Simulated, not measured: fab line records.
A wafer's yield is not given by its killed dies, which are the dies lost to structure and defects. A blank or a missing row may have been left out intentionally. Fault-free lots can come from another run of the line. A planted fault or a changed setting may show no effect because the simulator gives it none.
Split-lot experiment | flow n5Finfet | 21 wafers read across 7 lots, on a route 1938 steps long

THE SPLIT
At N5_SDB_COAT_03 (time 60 s, resist thk 100 nm), the setting spinRpm was moved away from the recipe's 1500 rpm on 8 of the 21 wafers read, by -9.1% to +10.9%. All remaining wafers had this setting at the recipe value.

The split's own step is where the reading is taken.

THE READING
SOC_of_SDB_COAT_03.thkNm (the simulator's own value, which no gauge read), in nm, at N5_SDB_COAT_03 (time 60 s, resist thk 100 nm). The file does not state a usual value for it. Average 99.7 nm, standard deviation 0.2 nm, over the 13 wafers here run with the recipe.

wafer  | tool, chamber at the split | spinRpm as run, rpm | against the recipe | SOC_of_SDB_COAT_03.thkNm, nm | against lot-mates on the recipe
L074.1 | lithoTrack-04, 0           | 1660                | +10.7%             | 94.8                         | -5.2
L074.4 | lithoTrack-04, 0           | 1660                | +10.7%             | 95                           | -5.0
L074.5 | lithoTrack-04, 0           | 1500                | recipe             | 100                          | -
L084.1 | lithoTrack-02, 0           | 1575                | +5.0%              | 97.4                         | -2.0
L084.2 | lithoTrack-02, 0           | 1500                | recipe             | 99.4                         | -
L084.5 | lithoTrack-02, 0           | 1575                | +5.0%              | 97.2                         | -2.2
L086.2 | lithoTrack-03, 0           | 1500                | recipe             | 99.8                         | -
L086.6 | lithoTrack-03, 0           | 1500                | recipe             | 99.8                         | -
L086.5 | lithoTrack-03, 0           | 1664                | +10.9%             | 94.8                         | -5.0
L087.3 | lithoTrack-02, 0           | 1500                | recipe             | 99.8                         | -
L087.5 | lithoTrack-02, 0           | 1364                | -9.1%              | 104.8                        | +5.2
L087.6 | lithoTrack-02, 0           | 1500                | recipe             | 99.4                         | -
L089.2 | lithoTrack-04, 0           | 1500                | recipe             | 99.6                         | -
L089.4 | lithoTrack-04, 0           | 1500                | recipe             | 99.8                         | -
L089.6 | lithoTrack-04, 0           | 1500                | recipe             | 99.4                         | -
L093.1 | lithoTrack-02, 0           | 1500                | recipe             | 99.6                         | -
L093.2 | lithoTrack-02, 0           | 1500                | recipe             | 100                          | -
L093.4 | lithoTrack-02, 0           | 1431                | -4.6%              | 102                          | +2.2
L094.3 | lithoTrack-02, 0           | 1500                | recipe             | 99.8                         | -
L094.5 | lithoTrack-02, 0           | 1500                | recipe             | 99.8                         | -
L094.4 | lithoTrack-02, 0           | 1549                | +3.3%              | 98.2                         | -1.6

FIT RESULTS
A straight line over all 21 wafers: SOC_of_SDB_COAT_03.thkNm changes by -0.479 nm for each +1% of spinRpm; r = -0.99; the points scatter about the line by 0.26 nm.
The same after taking each lot's own level away (the mean of its wafers on the recipe; 21 wafers): -0.489 nm for each +1%; r = -1.00; scatter 0.24 nm.
According to that fit, moving spinRpm by its largest amount changes the reading by 5.3 nm.
Measured against the standard deviation above, the lots' own levels, which go from 99.40 to 100.00 nm, span 3.0 times it.
Consequently the slope shifts little with the lot-to-lot level, the two slopes agreeing.
Check: -5.33 nm against its lot-mates is what the line predicts for one of the wafers moved furthest among these (+10.9%) when that wafer is left out of the fit. Against them it came out at -5 nm.

OTHER SPLITS ON THESE WAFERS
Note: prior to the reading, these wafers also went through further splits. Each is held against what the fit with the lots' levels taken away leaves over:
other split on the same wafers      | wafers away from the commonest value | r with SOC_of_SDB_COAT_03.thkNm (lot level and that fit taken away)
N5_SD_EPI_N_DEVELOP_08 developTimeS | 6                                    | +0.23
N5_SD_EPI_N_EPI_21 tempC            | 9                                    | +0.02
N5_SD_EPI_P_COAT_03 spinRpm         | 4                                    | +0.16

FILE'S OWN FIT
SOC_of_SDB_COAT_03.thkNm changes by -0.489 nm for each +1% of spinRpm, r = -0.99.
